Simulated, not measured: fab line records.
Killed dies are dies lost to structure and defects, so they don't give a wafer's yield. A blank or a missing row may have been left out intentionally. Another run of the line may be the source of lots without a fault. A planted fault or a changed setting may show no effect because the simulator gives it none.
Which tool was responsible? / flow nandHarc / 33 wafers sampled from 11 lots at 1 step of a route of 1159

## WHAT THE GAUGES SHOWED, per wafer
NHARC_A_M0_INSPECT_27.
lot=L516; measured=day 17 22:17; on=defectInspect-02; rawDefectCount=608 650 636
lot=L515; measured=day 17 22:53; on=defectInspect-01; rawDefectCount=388 311 417
lot=L517; measured=day 17 23:10; on=defectInspect-01; rawDefectCount=406 448 434
lot=L521; measured=day 19 12:44; on=defectInspect-02; rawDefectCount=374 473 415
lot=L526; measured=day 20 00:01; on=defectInspect-02; rawDefectCount=557 371 578
lot=L525; measured=day 20 11:32; on=defectInspect-02; rawDefectCount=646 625 652
lot=L524; measured=day 20 22:23; on=defectInspect-02; rawDefectCount=509 401 423
lot=L529; measured=day 21 18:36; on=defectInspect-01; rawDefectCount=378 342 380
lot=L533; measured=day 22 07:50; on=defectInspect-02; rawDefectCount=340 266 215
lot=L535; measured=day 22 08:13; on=defectInspect-02; rawDefectCount=405 328 343
lot=L538; measured=day 23 16:21; on=defectInspect-02; rawDefectCount=463 388 491

## WHICH TOOL RAN EACH LOT (tool, then ch and the chambers of the sampled wafers, then the start)
The record holds no process step before these readings.

## THE ANSWER, worked out from the rows above alone
Rule: the lots themselves supply what counts as usual. The widest of any qualifying gaps counts: lots, ordered by their means at a reading, are off when they make up no more than a third of the lots, leave a main group of 4 or more, and stand apart from it by 3 or more times the standard deviation of that group's means. A main group whose means are all the same, to the digits that the tables above print for the reading, isn't used. Also off: a lot with no number at a reading for which 4 or more lots have one. Any other lot the step has rows for is counted as sound.
No lot is off on any of the readings shown, so nothing can be concluded from this.

## WHAT HAD BEEN PUT IN BY THE SIMULATOR
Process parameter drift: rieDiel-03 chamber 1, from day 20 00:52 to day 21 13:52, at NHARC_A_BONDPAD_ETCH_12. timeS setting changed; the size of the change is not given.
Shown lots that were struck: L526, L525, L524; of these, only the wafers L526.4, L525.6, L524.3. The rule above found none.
